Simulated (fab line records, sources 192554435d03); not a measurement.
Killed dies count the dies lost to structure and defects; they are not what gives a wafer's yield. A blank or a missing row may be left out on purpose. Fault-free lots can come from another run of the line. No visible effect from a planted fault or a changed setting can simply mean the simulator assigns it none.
Split-lot trial ; flow n5-finfet ; route with 1938 steps; 7 lots, 21 wafers read

## THE SPLIT
At N5_PMOS_HMC_CHANNEL_EPI_EXPOSE_06 (exposes mask PMOS HMC BLK, target cd 240 nm), the setting dose-mj was moved away from the recipe's 41 on 9 of the 21 wafers read, by -7.0% to +5.5%. All remaining wafers had this setting at the recipe value.

## THE PATH FROM SPLIT TO READING: the file shows 1 step between them
- N5_PMOS_HMC_CHANNEL_EPI_DEVELOP_08: develop time 30 s (also split here: develop-time-s)

## THE READING
At N5_PMOS_HMC_CHANNEL_EPI_CD_MEAS_09: cd-nm in nanometres, against a target cd of 237.4 nm. Fault-free wafers of this fab line usually give 237.0 nm, standard deviation 1.1 nm.

wafer;tool, chamber at the split;dose-mj as run;against the recipe;cd-nm, nm;against lot-mates on the recipe
L075.1;arfi-scanner-01, 0;43.26;+5.5%;241.3;+4.2
L075.5;arfi-scanner-01, 0;41;recipe;237.1;-
L075.6;arfi-scanner-01, 0;43.26;+5.5%;239.3;+2.2
L078.3;arfi-scanner-01, 0;41;recipe;238.3;-
L078.5;arfi-scanner-01, 0;42.87;+4.6%;243.2;+5.0
L078.6;arfi-scanner-01, 0;41;recipe;238.1;-
L079.2;arfi-scanner-03, 0;41;recipe;237.7;-
L079.4;arfi-scanner-03, 0;41;recipe;238.5;-
L079.6;arfi-scanner-03, 0;43.1;+5.1%;241.8;+3.7
L085.1;arfi-scanner-01, 0;38.99;-4.9%;234.4;-4.5
L085.2;arfi-scanner-01, 0;41;recipe;238.9;-
L085.3;arfi-scanner-01, 0;38.99;-4.9%;234.2;-4.7
L091.3;arfi-scanner-01, 0;38.48;-6.1%;230.9;-4.3
L091.4;arfi-scanner-01, 0;38.48;-6.1%;229.8;-5.4
L091.5;arfi-scanner-01, 0;41;recipe;235.2;-
L092.2;arfi-scanner-03, 0;41;recipe;237.3;-
L092.3;arfi-scanner-03, 0;41;recipe;238.2;-
L092.5;arfi-scanner-03, 0;41;recipe;236.5;-
L093.3;arfi-scanner-01, 0;41;recipe;236.0;-
L093.4;arfi-scanner-01, 0;38.12;-7.0%;229.2;-6.7
L093.5;arfi-scanner-01, 0;41;recipe;235.8;-

FIT RESULTS
A straight line over all 21 wafers: cd-nm changes by +0.902 nm for each +1% of dose-mj; r = +0.92; the points scatter about the line by 1.4 nm.
The same after taking each lot's own level away (the mean of its wafers on the recipe; 21 wafers): +0.81 nm for each +1%; r = +0.97; scatter 0.75 nm.
On that fit, the largest move of dose-mj shifts the reading by 5.7 nm.
Across the lots, their own levels run from 235.20 to 238.90 nm, a range of 3.4 times the standard deviation given above.
Thus the slope moves with the lot-to-lot level: the two fits are different.
Check: with one of the wafers moved furthest among these (-7.0%) left out of the fit, the line predicts -5.65 nm for it against its lot-mates. It came out at -6.7 nm against them.

## FURTHER SPLITS ON THESE WAFERS
These wafers also went through other splits before the reading. Each is held against what the fit with the lots' levels taken away leaves over:
other split on the same wafers;wafers away from the commonest value;r with cd-nm (lot level and that fit taken away)
N5_ZERO_LAYER_PECVD_02 time-s;9;+0.13
N5_ZERO_LAYER_COAT_05 spin-rpm;11;+0.08
N5_PMOS_HMC_CHANNEL_EPI_DEVELOP_08 develop-time-s;6;+0.53

## THE WHOLE CHAIN: every reading that the file lists as answering this split, in the file's order
step;what it does;reading;change (the file's fit);r (the file's)
N5_PMOS_HMC_CHANNEL_EPI_CD_MEAS_09;target cd 237.4 nm;cd-nm;+0.84 nm for each +1% of the setting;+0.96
N5_PMOS_HMC_CHANNEL_EPI_DESCUM_14;chemistry O2, time 7.9 s;PMOS_HMC_CHANNEL_EPI.cd-nm (the simulator's own value, which no gauge read);+0.827 nm for each +1% of the setting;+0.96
N5_PMOS_HMC_CHANNEL_EPI_ETCH_32;etches BARC in N2/H2, stops on SiO2, target depth 85.8 nm, time 50.3 s;PMOS_HMC_CHANNEL_EPI.cd-nm (the simulator's own value, which no gauge read);+0.847 nm for each +1% of the setting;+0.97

## FILE'S OWN FIT
cd-nm changes by +0.84 nm for each +1% of dose-mj, r = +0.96.
